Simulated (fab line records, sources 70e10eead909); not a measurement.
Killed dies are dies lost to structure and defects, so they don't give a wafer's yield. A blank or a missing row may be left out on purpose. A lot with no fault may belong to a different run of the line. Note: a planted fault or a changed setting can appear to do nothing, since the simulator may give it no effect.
Chamber matching | flow nand-harc | NHARC_A_STAIRCASE_CMP_472 on cmp-03 has 4 sister chambers
The step polishes SiO2. 4 wafers are shown with their chamber, then 7 later ones without.

## WAFERS WITH THEIR CHAMBER
wafer  | chamber | motor-current-A (A)
L082.1 | 2       | 13.9
L082.4 | 1       | 12.7
L089.1 | 0       | 13.4
L089.2 | 3       | 12.2

## WAFERS WITH NO CHAMBER GIVEN
wafer  | motor-current-A (A)
L089.5 | 14.2
L088.1 | 14.1
L088.3 | 12.7
L088.5 | 13.7
L093.1 | 13.5
L093.2 | 12.9
L093.3 | 13.8

## EACH ONE'S CHAMBER
wafer  | from the rows above     | in truth
L089.5 | 2                       | 2
L088.1 | 2                       | 2
L088.3 | 1                       | 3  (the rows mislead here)
L088.5 | can't be placed: 2 or 0 | 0
L093.1 | can't be placed: 0 or 2 | 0
L093.2 | can't be placed: 1 or 0 | 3
L093.3 | can't be placed: 2 or 0 | 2
Placed correctly: 2 of 7. Not placeable from these rows: 4 (in 3, the candidates include the true chamber). Wrongly placed: 1.
How it was worked out, from the rows above alone: a wafer's distance from a chamber is the root of the sum, over the readings, of the square of ((its reading less the chamber's mean) divided by the reading's scatter). If the next closest chamber is less than 2 further off than the closest, the wafer can't be placed; otherwise it belongs to the closest. The mean given for a chamber averages the wafers shown for that chamber. The scatter (one wafer shown for each chamber): square how far every hidden wafer sits from the nearest shown wafer, average those squares and take the square root.
